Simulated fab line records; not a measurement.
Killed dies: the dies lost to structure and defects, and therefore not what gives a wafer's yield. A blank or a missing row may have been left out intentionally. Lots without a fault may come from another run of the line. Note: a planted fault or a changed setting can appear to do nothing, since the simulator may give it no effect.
The same fault as seen by 2 desks	flow nand_harc	what lay behind the numbers comes last; until then each desk has only its own

AT THE METROLOGY DESK
Means of the sampled wafers that have a number, per lot and without regard to the tool the lot ran on: this is what the gauges read. A lot is out of limits, marked OUT, if its mean lies more than 4 standard deviations from the usual mean; the brackets give that distance.
Columns: A = thk_nm at NHARC_A_ONON_D1_THK_MEAS_18, usual 1000 nm; B = thk_nm at NHARC_A_ONON_D1_THK_MEAS_34, usual 200.3 nm
lot	first seen here	A	B
L225	day 8 18:42	1007	201.6
L226	day 8 18:42	989	197.7
L227	day 9 11:16	993	200.6
L228	day 9 11:16	1001	201.7
L236	day 12 18:47	992	212.8 (+4.5) OUT
L238	day 13 10:43	1025	212.1 (+4.2) OUT
L239	day 14 04:40	1000	204.0
L240	day 14 10:08	999	199.0
L241	day 15 05:55	995	202.3
L243	day 15 16:45	1016	199.5
L244	day 16 03:59	1007	196.8
L246	day 17 01:38	999	199.8
L247	day 17 15:14	994	203.1
This desk's finding: out of limits on L236, L238; first on L236, day 12 21:31 (thk_nm at NHARC_A_ONON_D1_THK_MEAS_34). Within limits: L225, L226, L227, L228, L239, L240, L241, L243, L244, L246, L247.

TOOL OWNER'S DESK, pecvd-02
The tool's own readings at NHARC_A_ONON_D1_DEP_33 (deposits SiO2, target thk 200 nm): means of the sampled wafers that have a number, for each lot that ran on this tool. A lot is out of limits, marked OUT, if its mean lies more than 4 standard deviations from the usual mean; the brackets give that distance.
Columns: A = heater_power_w at NHARC_A_ONON_D1_DEP_33, usual 529 W; B = throttle_valve_pct at NHARC_A_ONON_D1_DEP_33, usual 15.9 %
lot	first seen here	A	B
L226	day 8 21:01	640	16.2
L236	day 12 21:07	547	16.4
L238	day 13 13:07	631	16.3
This desk found nothing out of limits on any of the 3 lots.

ALL TOGETHER
Metrology desk: alarm possible at day 12 21:31 on L236, L238.
Nothing out of limits was seen by the tool owner's desk.
On record at the tool owner's desk: L236, L238, within its limits.
On pecvd-02, each named lot ran NHARC_A_ONON_D1_DEP_33.

WHAT THE SIMULATOR PUT IN
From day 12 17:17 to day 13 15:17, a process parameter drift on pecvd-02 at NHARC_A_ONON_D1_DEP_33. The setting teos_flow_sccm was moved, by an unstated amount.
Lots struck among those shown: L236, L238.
Delay in hours, fault start to first out-of-limits reading, per desk: metrology desk 4.
